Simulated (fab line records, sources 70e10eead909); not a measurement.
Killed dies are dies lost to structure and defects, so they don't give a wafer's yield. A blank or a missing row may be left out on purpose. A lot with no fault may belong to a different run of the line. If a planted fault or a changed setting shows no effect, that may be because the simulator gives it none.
Which tool was responsible? | flow nand_harc | 11 lots, 33 wafers sampled, at 5 steps of a route of 1159

== WHAT THE GAUGES READ, wafer by wafer ==
NHARC_END_SORT_01.
lot  | measured     | on        | defect_limited_yield (%) | killed_at_array | killed_at_other | killed_at_periphery | killed_dies | killed_open | killed_short | sort_bin_2_pct (%) | sort_bin_3_pct (%) | sort_bin_4_pct (%) | sort_n_pass | sort_rim_yield_pct (%) | sort_yield_pct (%)
L748 | day 20 03:44 | prober-01 | 95.7 97.2 96.8           | 29 18 21        | 0 0 0           | 0 1 1               | 29 19 22    | 5 5 2       | 3 0 1        | 1.0 0.9 0.7        | 0 0 0              | 3.2 1.9 2.5        | 648 658 655 | 97.2 97.2 95.3         | 95.7 97.2 96.8
L750 | day 19 22:36 | prober-02 | 94.7 93.5 93.4           | 33 40 40        | 0 1 0           | 3 3 5               | 36 44 45    | 3 5 4       | 4 3 3        | 1.9 3.1 1.2        | 0.30 0.44 0.30     | 3.1 3.0 5.2        | 641 633 632 | 96.2 97.2 94.3         | 94.7 93.5 93.4
L749 | day 20 10:46 | prober-01 | 96.8 97.0 97.0           | 18 15 18        | 0 1 0           | 4 4 2               | 22 20 20    | 1 2 2       | 4 1 4        | 0.9 0.6 0.6        | 0.15 0.15 0.30     | 2.2 2.2 2.1        | 655 657 657 | 92.5 98.1 93.4         | 96.8 97.0 97.0
L754 | day 20 21:58 | prober-02 | 94.8 95.4 94.8           | 33 25 32        | 0 0 0           | 2 6 3               | 35 31 35    | 6 4 6       | 1 3 1        | 1.6 1.0 1.6        | 0.15 0.15 0        | 3.4 3.4 3.5        | 642 646 642 | 97.2 97.2 99.1         | 94.8 95.4 94.8
L755 | day 21 03:21 | prober-02 | 93.9 96.0 96.3           | 37 26 22        | 0 0 0           | 4 1 3               | 41 27 25    | 5 2 1       | 5 2 3        | 1.3 1.2 1.3        | 0.74 0.44 0.44     | 4.0 2.4 1.9        | 636 650 652 | 98.1 99.1 97.2         | 93.9 96.0 96.3
L758 | day 21 12:00 | prober-02 | 93.4 95.0 93.6           | 37 27 36        | 1 1 0           | 7 6 7               | 45 34 43    | 7 3 2       | 2 0 2        | 1.8 0.9 1.8        | 0.30 0.44 0.44     | 4.6 3.7 4.1        | 632 643 634 | 94.3 96.2 92.5         | 93.4 95.0 93.6
L759 | day 22 13:04 | prober-02 | 97.9 97.0 96.6           | 9 18 19         | 0 0 0           | 5 2 4               | 14 20 23    | 2 2 10      | 3 0 1        | 0.6 0.3 0.7        | 0 0.44 0           | 1.5 2.2 2.7        | 663 657 654 | 97.2 96.2 94.3         | 97.9 97.0 96.6
L761 | day 22 01:23 | prober-02 | 95.4 96.0 95.3           | 24 23 23        | 3 2 5           | 4 2 4               | 31 27 32    | 2 7 3       | 0 1 5        | 1.3 1.3 2.7        | 0 0.15 0.30        | 3.2 2.5 1.8        | 646 650 645 | 93.4 93.4 95.3         | 95.4 96.0 95.3
L765 | day 23 18:00 | prober-02 | 95.4 96.2 95.9           | 26 24 27        | 0 0 0           | 5 2 1               | 31 26 28    | 8 5 6       | 0 1 1        | 1.5 1.2 1.2        | 0.30 0.15 0.30     | 2.8 2.5 2.7        | 646 651 649 | 95.3 95.3 92.5         | 95.4 96.2 95.9
L769 | day 24 09:41 | prober-01 | 94.7 0 94.7              | 33 25 35        | 0 0 0           | 3 652 1             | 36 677 36   | 2 2 1       | 0 2 2        | 2.1 96.5 1.8       | 0.30 0.15 0.30     | 3.0 3.4 3.2        | 641 0 641   | 99.1 0 99.1            | 94.7 0 94.7
L770 | day 24 18:07 | prober-02 | 0 93.4 92.6              | 53 41 49        | 0 0 0           | 624 4 1             | 677 45 50   | 2 7 6       | 0 1 2        | 94.4 1.6 2.2       | 0.15 0.89 0.30     | 5.5 4.1 4.9        | 0 632 627   | 0 94.3 93.4            | 0 93.4 92.6

== TOOL THAT RAN EACH LOT (tool first, then ch and the chambers of the sampled wafers, then the start) ==
lot  | NHARC_P_M2_PVD_21            | NHARC_A_M1_ETCH_28                            | NHARC_A_M1_PRE_CLEAN_30                 | NHARC_A_BONDPAD_ANNEAL_28
L748 | pvd_sputter-03, day 6 08:53  | rie_diel-12 ch 0,1,2, day 18 15:39 or earlier | pvd_sputter-01, day 18 15:39 or earlier | rtp_anneal-01 ch 0, day 18 15:39
L750 | pvd_sputter-01, day 6 11:34  | rie_diel-06 ch 2,3, day 18 13:43 or earlier   | pvd_sputter-01, day 18 13:43 or earlier | rtp_anneal-01 ch 0, day 18 13:43
L749 | pvd_sputter-03, day 6 16:15  | rie_diel-07 ch 0,1,3, day 18 19:08 or earlier | pvd_sputter-02, day 18 19:08 or earlier | rtp_anneal-01 ch 0, day 18 19:08
L754 | pvd_sputter-03, day 7 16:14  | rie_diel-06 ch 0,1, day 19 11:02 or earlier   | pvd_sputter-01, day 19 11:02 or earlier | rtp_anneal-01 ch 0, day 19 11:02
L755 | pvd_sputter-03, day 8 01:36  | rie_diel-06 ch 0,2, day 19 20:39 or earlier   | pvd_sputter-01, day 19 20:39 or earlier | rtp_anneal-02 ch 0, day 19 20:39
L758 | pvd_sputter-01, day 8 15:36  | rie_diel-06 ch 1,2,3, day 20 08:01 or earlier | pvd_sputter-02, day 20 08:01 or earlier | rtp_anneal-01 ch 0, day 20 08:01
L759 | pvd_sputter-01, day 8 22:50  | rie_diel-12 ch 0,2, day 21 06:14 or earlier   | pvd_sputter-03, day 21 06:14 or earlier | rtp_anneal-02 ch 0, day 21 06:14
L761 | pvd_sputter-01, day 9 11:40  | rie_diel-07 ch 1,2, day 20 19:58 or earlier   | pvd_sputter-01, day 20 19:58 or earlier | rtp_anneal-01 ch 0, day 20 19:58
L765 | pvd_sputter-03, day 10 14:08 | rie_diel-07 ch 0,3, day 22 15:13 or earlier   | pvd_sputter-03, day 22 15:13 or earlier | rtp_anneal-02 ch 0, day 22 15:13
L769 | pvd_sputter-03, day 11 12:02 | rie_diel-06 ch 1,2, day 22 20:37 or earlier   | pvd_sputter-03, day 22 20:37 or earlier | rtp_anneal-01 ch 0, day 22 20:37
L770 | pvd_sputter-03, day 11 16:48 | rie_diel-06 ch 1, day 23 09:07 or earlier     | pvd_sputter-01, day 23 09:07 or earlier | rtp_anneal-02 ch 0, day 23 09:07
- NHARC_P_M2_PVD_21: deposits Cu, target thk 30 nm, time 20.49 s.
- NHARC_A_M1_ETCH_28: etches the open film in CF4/N2, target depth 30 nm, time 72.99 s.
- NHARC_A_M1_PRE_CLEAN_30: time 30 s.
- NHARC_A_BONDPAD_ANNEAL_28: time 90 s.

== AS READ BY THE TOOLS THEMSELVES (means over the sampled wafers that have a number; for cases with no such wafer, the mark the record gives instead) ==
NHARC_P_M2_PVD_21.
lot  | tool           | cathode_dc_power_W (W) | throttle_valve_pct (%)
L748 | pvd_sputter-03 | 5000.4                 | 30.1
L750 | pvd_sputter-01 | 5000.5                 | 30.5
L749 | pvd_sputter-03 | 5000.4                 | 30.1
L754 | pvd_sputter-03 | 5001.5                 | 30.1
L755 | pvd_sputter-03 | 4999.5                 | 29.9
L758 | pvd_sputter-01 | 4999.2                 | 30.4
L759 | pvd_sputter-01 | 5000.3                 | 30.2
L761 | pvd_sputter-01 | 4999.3                 | 30.4
L765 | pvd_sputter-03 | 5000.6                 | 30.1
L769 | pvd_sputter-03 | 4999.6                 | 30.3
L770 | pvd_sputter-03 | 4998.7                 | 30.2

NHARC_A_M1_ETCH_28.
lot  | tool        | chamber_pressure_mTorr (mTorr) | drypump_motor_current_A (A) | n2_flow_sccm (sccm) | oes_product_au (a.u.) | rf_vpp_V (V) | showerhead_plenum_p_Torr (Torr) | throttle_valve_pct (%)
L748 | rie_diel-12 | 29.991                         | 5.8                         | 100.14              | 0.998                 | 311.4        | 2.48                            | 19.799
L750 | rie_diel-06 | 30.014                         | 5.3                         | 100.04              | 0.999                 | 313.8        | 2.64                            | 19.787
L749 | rie_diel-07 | 30.007                         | 6.0                         | 100.05              | 0.991                 | 311.0        | 2.49                            | 19.799
L754 | rie_diel-06 | 30.014                         | 6.3                         | 100.10              | 0.999                 | 314.6        | 2.63                            | 19.791
L755 | rie_diel-06 | 29.974                         | 5.8                         | 100.09              | 0.996                 | 313.5        | 2.58                            | 19.799
L758 | rie_diel-06 | 30.016                         | 5.5                         | 100.19              | 0.991                 | 315.4        | 2.65                            | 19.801
L759 | rie_diel-12 | 30.012                         | 5.8                         | 100.14              | 0.989                 | 312.4        | 2.51                            | 19.797
L761 | rie_diel-07 | 30.014                         | 6.3                         | 100.20              | 0.985                 | 314.1        | 2.58                            | 19.795
L765 | rie_diel-07 | 29.989                         | 5.7                         | 100.02              | 0.995                 | 311.1        | 2.48                            | 19.791
L769 | rie_diel-06 | 30.010                         | 5.5                         | 100.34              | 0.994                 | 313.4        | 2.63                            | 19.797
L770 | rie_diel-06 | 30.003                         | 6.2                         | 99.79               | 0.996                 | 315.6        | 2.72                            | 19.797

NHARC_A_M1_PRE_CLEAN_30.
lot  | tool           | heater_power_w (W)
L748 | pvd_sputter-01 | 424
L750 | pvd_sputter-01 | 459
L749 | pvd_sputter-02 | 415
L754 | pvd_sputter-01 | 381
L755 | pvd_sputter-01 | 432
L758 | pvd_sputter-02 | 424
L759 | pvd_sputter-03 | 428
L761 | pvd_sputter-01 | 369
L765 | pvd_sputter-03 | 425
L769 | pvd_sputter-03 | 428
L770 | pvd_sputter-01 | 468

NHARC_A_BONDPAD_ANNEAL_28.
lot  | tool          | anneal_temp_c_max | wafer_temp_C_max
L748 | rtp_anneal-01 | 226.5             | 226.25
L750 | rtp_anneal-01 | 226.3             | 226.32
L749 | rtp_anneal-01 | 226.3             | 226.48
L754 | rtp_anneal-01 | 226.2             | 226.26
L755 | rtp_anneal-02 | 225.9             | 226.26
L758 | rtp_anneal-01 | 226.1             | 226.26
L759 | rtp_anneal-02 | 225.9             | 226.40
L761 | rtp_anneal-01 | 226.2             | 226.22
L765 | rtp_anneal-02 | 225.9             | 226.62
L769 | rtp_anneal-01 | 226.2             | 226.32
L770 | rtp_anneal-02 | 225.9             | 226.28

== THE ANSWER, worked out from the rows above alone ==
Rule: the lots themselves supply what counts as usual. The widest of any qualifying gaps counts: lots, ordered by their means at a reading, are off when they make up no more than a third of the lots, leave a main group of 4 or more, and stand apart from it by 3 or more times the standard deviation of that group's means. The tables above print the reading to a certain number of digits; a main group whose means all agree to those digits is not used. A lot without any number at a reading at which 4 lots or more have one is off too. Where the step has rows for the other lots, those lots are counted as sound. First the gauges in route order, then the tools' own readings, where a lot's mean is used as printed above. The first step at which some lot is off is used, and at that step the reading that is off furthest; a lot without a number counts as furthest.
Off: L769, L770, at NHARC_END_SORT_01 (killed_at_periphery). The main group: mean 3.4, standard deviation 1.5.
If a tool, at a process step before that reading, ran all the lots that are off and no sound lot after the first of them, it fits. Gauges at NHARC_END_SORT_01: tried the same way as those tools. Because NHARC_A_M1_ETCH_28 lacks a start for some lots, the hours and order of its lots are taken from NHARC_A_BONDPAD_ANNEAL_28. Because NHARC_A_M1_PRE_CLEAN_30 lacks a start for some lots, the hours and order of its lots are taken from NHARC_A_BONDPAD_ANNEAL_28. 2 tools fit, pvd_sputter-03 at NHARC_P_M2_PVD_21 and rie_diel-06 at NHARC_A_M1_ETCH_28, so this cannot tell which one it is.

== WHAT HAD BEEN PUT IN BY THE SIMULATOR ==
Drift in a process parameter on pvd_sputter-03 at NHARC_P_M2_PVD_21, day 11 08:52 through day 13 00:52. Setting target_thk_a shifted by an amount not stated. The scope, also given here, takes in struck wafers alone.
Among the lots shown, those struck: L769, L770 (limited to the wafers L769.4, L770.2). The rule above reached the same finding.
